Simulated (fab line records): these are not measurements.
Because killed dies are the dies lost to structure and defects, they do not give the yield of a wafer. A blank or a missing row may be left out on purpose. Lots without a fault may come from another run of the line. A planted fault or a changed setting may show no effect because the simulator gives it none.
Matching of chambers :: flow n5 finfet :: rie diel-04 running N5_BEOL_M10_STRIP_67: 4 sister chambers
The step strips in CF4. 14 wafers are shown with their chamber, then 7 later ones without.

## WAFERS WITH THEIR CHAMBER
wafer: L074.1
chamber: 1
showerhead plenum p Torr (Torr): 1.80
throttle valve pct (%): 13.19
drypump motor current A (A): 5.8

wafer: L074.4
chamber: 2
showerhead plenum p Torr (Torr): 1.89
throttle valve pct (%): 13.59
drypump motor current A (A): 6.0

wafer: L074.6
chamber: 3
showerhead plenum p Torr (Torr): 1.92
throttle valve pct (%): 13.04
drypump motor current A (A): 5.8

wafer: L079.1
chamber: 2
showerhead plenum p Torr (Torr): 1.88
throttle valve pct (%): 13.63
drypump motor current A (A): 6.0

wafer: L079.5
chamber: 3
showerhead plenum p Torr (Torr): 1.92
throttle valve pct (%): 13.07
drypump motor current A (A): 5.8

wafer: L079.6
chamber: 0
showerhead plenum p Torr (Torr): 1.87
throttle valve pct (%): 13.58
drypump motor current A (A): 5.9

wafer: L086.1
chamber: 3
showerhead plenum p Torr (Torr): 1.92
throttle valve pct (%): 13.10
drypump motor current A (A): 5.8

wafer: L086.3
chamber: 0
showerhead plenum p Torr (Torr): 1.86
throttle valve pct (%): 13.60
drypump motor current A (A): 5.9

wafer: L086.6
chamber: 0
showerhead plenum p Torr (Torr): 1.86
throttle valve pct (%): 13.62
drypump motor current A (A): 5.9

wafer: L087.2
chamber: 3
showerhead plenum p Torr (Torr): 1.92
throttle valve pct (%): 13.11
drypump motor current A (A): 5.8

wafer: L087.5
chamber: 2
showerhead plenum p Torr (Torr): 1.88
throttle valve pct (%): 13.65
drypump motor current A (A): 6.0

wafer: L087.6
chamber: 1
showerhead plenum p Torr (Torr): 1.80
throttle valve pct (%): 13.23
drypump motor current A (A): 5.9

wafer: L092.1
chamber: 1
showerhead plenum p Torr (Torr): 1.79
throttle valve pct (%): 13.27
drypump motor current A (A): 5.8

wafer: L092.2
chamber: 2
showerhead plenum p Torr (Torr): 1.88
throttle valve pct (%): 13.66
drypump motor current A (A): 5.9

SIGNATURES, as means of the wafers listed above
reading: showerhead plenum p Torr
chamber 0: 1.8633
chamber 1: 1.7967
chamber 2: 1.8825
chamber 3: 1.9200
scatter within a chamber: 0.00456

reading: throttle valve pct
chamber 0: 13.6000
chamber 1: 13.2300
chamber 2: 13.6325
chamber 3: 13.0800
scatter within a chamber: 0.0314

reading: drypump motor current A
chamber 0: 5.900
chamber 1: 5.833
chamber 2: 5.975
chamber 3: 5.800
scatter within a chamber: 0.0376
Rule: for a wafer and a chamber, the distance is found by dividing, reading by reading, the gap between the wafer's reading and the chamber's mean by the reading's scatter, squaring, summing and taking the root. If the next closest chamber is less than 2 further off than the closest, the wafer can't be placed; otherwise it belongs to the closest. The scatter: take each reading less its chamber's mean, square it, sum over the shown wafers, divide by the number of wafers less the number of chambers, and take the root.

## WAFERS WHOSE CHAMBER IS MISSING
wafer: L092.5
showerhead plenum p Torr (Torr): 1.91
throttle valve pct (%): 13.11
drypump motor current A (A): 5.8

wafer: L095.2
showerhead plenum p Torr (Torr): 1.79
throttle valve pct (%): 13.29
drypump motor current A (A): 5.8

wafer: L095.5
showerhead plenum p Torr (Torr): 1.91
throttle valve pct (%): 13.14
drypump motor current A (A): 5.8

wafer: L095.6
showerhead plenum p Torr (Torr): 1.87
throttle valve pct (%): 13.69
drypump motor current A (A): 6.0

wafer: L096.4
showerhead plenum p Torr (Torr): 1.79
throttle valve pct (%): 13.30
drypump motor current A (A): 5.8

wafer: L096.5
showerhead plenum p Torr (Torr): 1.79
throttle valve pct (%): 13.29
drypump motor current A (A): 5.8

wafer: L096.6
showerhead plenum p Torr (Torr): 1.86
throttle valve pct (%): 13.69
drypump motor current A (A): 5.9

## CHAMBER TAKEN BY EACH
wafer: L092.5
from the rows above: 3
in truth: 3

wafer: L095.2
from the rows above: 1
in truth: 1

wafer: L095.5
from the rows above: 3
in truth: 3

wafer: L095.6
from the rows above: can't be placed: 2 or 0
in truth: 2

wafer: L096.4
from the rows above: 1
in truth: 1

wafer: L096.5
from the rows above: 1
in truth: 1

wafer: L096.6
from the rows above: 0
in truth: 0
6 of 7 placed correctly. Not placeable from these rows: 1 (in 1, the candidates include the true chamber). Wrongly placed: 0.
